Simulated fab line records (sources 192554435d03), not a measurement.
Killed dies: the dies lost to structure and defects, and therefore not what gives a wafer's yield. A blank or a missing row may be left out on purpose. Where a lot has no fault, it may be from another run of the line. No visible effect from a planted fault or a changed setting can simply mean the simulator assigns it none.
Split-lot experiment    flow n5 finfet    route with 1938 steps; 7 lots, 21 wafers read

## SPLIT DETAILS
At N5_BEOL_M9_EXPOSE_08 (exposes mask M9), the setting dose mj was moved away from the recipe's 53.75 on 9 of the 21 wafers read, by -7.1% to -2.3%. For the rest of the wafers, this setting stayed at what the recipe calls for.

## FROM THE SPLIT TO THE READING: what the file shows between them, 10 steps
- N5_BEOL_M9_PEB_09: peb time 60 s
- N5_BEOL_M9_DEVELOP_10: develop time 30 s
- N5_BEOL_M9_CD_MEAS_11: target cd 64.1 nm
- N5_BEOL_M9_HM_OPEN_17: chemistry Cl2/BCl3, target TiN, target depth 20 nm, overetch 6 nm
- N5_BEOL_M9_STRIP_19: strips in O2
- N5_BEOL_M9_CD_MEAS_18: pitch 140 nm, target cd 70 nm
- N5_BEOL_M9_COAT_63: time 60 s, resist thk 60 nm
- N5_BEOL_M9_COAT_64: time 60 s, resist thk 12 nm
- N5_BEOL_M9_PRECLEAN_42: cleans in residue remover, time 60 s
- N5_BEOL_M9_SRD_43: time 30 s

## THE READING
cd nm, in nm, at N5_BEOL_M9_CD_MEAS_35 (target cd 70 nm, target cd y 40 nm). Typical for fault-free wafers on this fab line: 70.7 nm, with standard deviation 0.67 nm.

wafer   tool, chamber at the split  dose mj as run  against the recipe  cd nm, nm  against lot-mates on the recipe
L079.3  arfi scanner-01, 0          53.75           recipe              70.5       -
L079.4  arfi scanner-01, 0          52.51           -2.3%               70.3       -0.2
L079.6  arfi scanner-01, 0          52.51           -2.3%               70.2       -0.3
L081.1  arfi scanner-01, 0          53.75           recipe              70.9       -
L081.2  arfi scanner-01, 0          51.94           -3.4%               69.1       -1.8
L081.4  arfi scanner-01, 0          51.94           -3.4%               69.5       -1.4
L088.1  arfi scanner-02, 0          53.75           recipe              70.7       -
L088.3  arfi scanner-02, 0          53.75           recipe              71.0       -
L088.4  arfi scanner-02, 0          53.75           recipe              71.7       -
L091.2  arfi scanner-02, 0          53.75           recipe              71.3       -
L091.3  arfi scanner-02, 0          50.65           -5.8%               68.2       -3.0
L091.5  arfi scanner-02, 0          53.75           recipe              71.1       -
L094.3  arfi scanner-02, 0          53.75           recipe              69.5       -
L094.4  arfi scanner-02, 0          50.44           -6.2%               68.0       -1.5
L094.6  arfi scanner-02, 0          50.44           -6.2%               67.0       -2.5
L096.3  arfi scanner-03, 0          53.75           recipe              70.8       -
L096.4  arfi scanner-03, 0          53.75           recipe              69.5       -
L096.6  arfi scanner-03, 0          53.75           recipe              71.7       -
L095.2  arfi scanner-03, 0          49.93           -7.1%               66.8       -3.5
L095.3  arfi scanner-03, 0          53.75           recipe              70.3       -
L095.6  arfi scanner-03, 0          49.93           -7.1%               67.0       -3.3

FIT RESULTS
A straight line over all 21 wafers: cd nm changes by +0.515 nm for each +1% of dose mj; r = +0.92; the points scatter about the line by 0.63 nm.
The same after taking each lot's own level away (the mean of its wafers on the recipe; 21 wafers): +0.431 nm for each +1%; r = +0.91; scatter 0.56 nm.
On that fit, the largest move of dose mj shifts the reading by 3.1 nm.
Measured against the standard deviation above, the lots' own levels, which go from 69.50 to 71.20 nm, span 2.5 times it.
Thus the slope moves with the lot-to-lot level: the two fits are different.
Check: -2.86 nm against its lot-mates is what the line predicts for one of the wafers moved furthest among these (-7.1%) when that wafer is left out of the fit. Against them it came out at -3.5 nm.

## THE WHOLE CHAIN: every reading that the file lists as answering this split, in the file's order
step                   what it does                        reading  change (the file's fit)                r (the file's)
N5_BEOL_M9_CD_MEAS_11  target cd 64.1 nm                   cd nm    +0.455 nm for each +1% of the setting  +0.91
N5_BEOL_M9_CD_MEAS_18  pitch 140 nm, target cd 70 nm       cd nm    +0.443 nm for each +1% of the setting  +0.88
N5_BEOL_M9_CD_MEAS_35  target cd 70 nm, target cd y 40 nm  cd nm    +0.427 nm for each +1% of the setting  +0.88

## FILE'S OWN FIT
cd nm changes by +0.427 nm for each +1% of dose mj, r = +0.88.
